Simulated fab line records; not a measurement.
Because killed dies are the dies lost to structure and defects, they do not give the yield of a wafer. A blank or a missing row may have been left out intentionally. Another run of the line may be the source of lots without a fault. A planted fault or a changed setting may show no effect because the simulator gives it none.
Chamber matching | flow n5_finfet | N5_GATE_CUT_ETCH_36 on rie_diel-05: 4 sister chambers
The step etches SiARC in CF4, target depth 13 nm, time 21.7 s. 14 wafers are shown with their chamber, then 7 later ones without.

== WAFERS PAIRED WITH THEIR CHAMBERS ==
wafer  | chamber | showerhead_plenum_p_Torr (Torr) | throttle_valve_pct (%) | oes_product_au (a.u.)
L074.1 | 3       | 2.24                            | 15.57                  | 0.65
L074.5 | 3       | 2.24                            | 15.59                  | 0.65
L074.6 | 2       | 2.12                            | 15.89                  | 0.61
L075.1 | 2       | 2.12                            | 15.88                  | 0.60
L075.2 | 3       | 2.24                            | 15.58                  | 0.65
L075.4 | 0       | 2.15                            | 15.39                  | 0.67
L076.4 | 3       | 2.24                            | 15.59                  | 0.66
L076.5 | 1       | 2.03                            | 15.99                  | 0.62
L076.6 | 0       | 2.15                            | 15.40                  | 0.67
L078.1 | 0       | 2.15                            | 15.37                  | 0.67
L078.4 | 1       | 2.03                            | 15.99                  | 0.60
L078.6 | 1       | 2.03                            | 15.99                  | 0.61
L079.4 | 3       | 2.23                            | 15.58                  | 0.65
L079.5 | 3       | 2.23                            | 15.60                  | 0.64

SIGNATURES, as means of the wafers listed above
reading                  | chamber 0 | chamber 1 | chamber 2 | chamber 3 | scatter within a chamber
showerhead_plenum_p_Torr | 2.1500    | 2.0300    | 2.1200    | 2.2367    | 0.00365
throttle_valve_pct       | 15.3867   | 15.9900   | 15.8850   | 15.5850   | 0.0103
oes_product_au           | 0.6700    | 0.6100    | 0.6050    | 0.6500    | 0.00671
Rule: for a wafer and a chamber, the distance is found by dividing, reading by reading, the gap between the wafer's reading and the chamber's mean by the reading's scatter, squaring, summing and taking the root. If the next closest chamber is less than 2 further off than the closest, the wafer can't be placed; otherwise it belongs to the closest. The scatter: the root of (the sum of the squares of (reading less its chamber's mean) over the shown wafers, divided by (wafers less chambers)).

== WAFERS WITHOUT THEIR CHAMBER ==
wafer  | showerhead_plenum_p_Torr (Torr) | throttle_valve_pct (%) | oes_product_au (a.u.)
L079.6 | 2.12                            | 15.93                  | 0.59
L085.1 | 2.23                            | 15.61                  | 0.65
L085.2 | 2.12                            | 15.93                  | 0.59
L085.4 | 2.03                            | 16.03                  | 0.60
L095.2 | 2.11                            | 15.98                  | 0.58
L095.3 | 2.14                            | 15.46                  | 0.64
L095.6 | 2.11                            | 15.98                  | 0.58

== EACH ONE'S CHAMBER ==
wafer  | from the rows above | in truth
L079.6 | 2                   | 2
L085.1 | 3                   | 3
L085.2 | 2                   | 2
L085.4 | 1                   | 1
L095.2 | 2                   | 2
L095.3 | 0                   | 0
L095.6 | 2                   | 2
Correctly placed: 7 of 7. Can't be placed from these rows: 0. Number placed wrongly: 0.
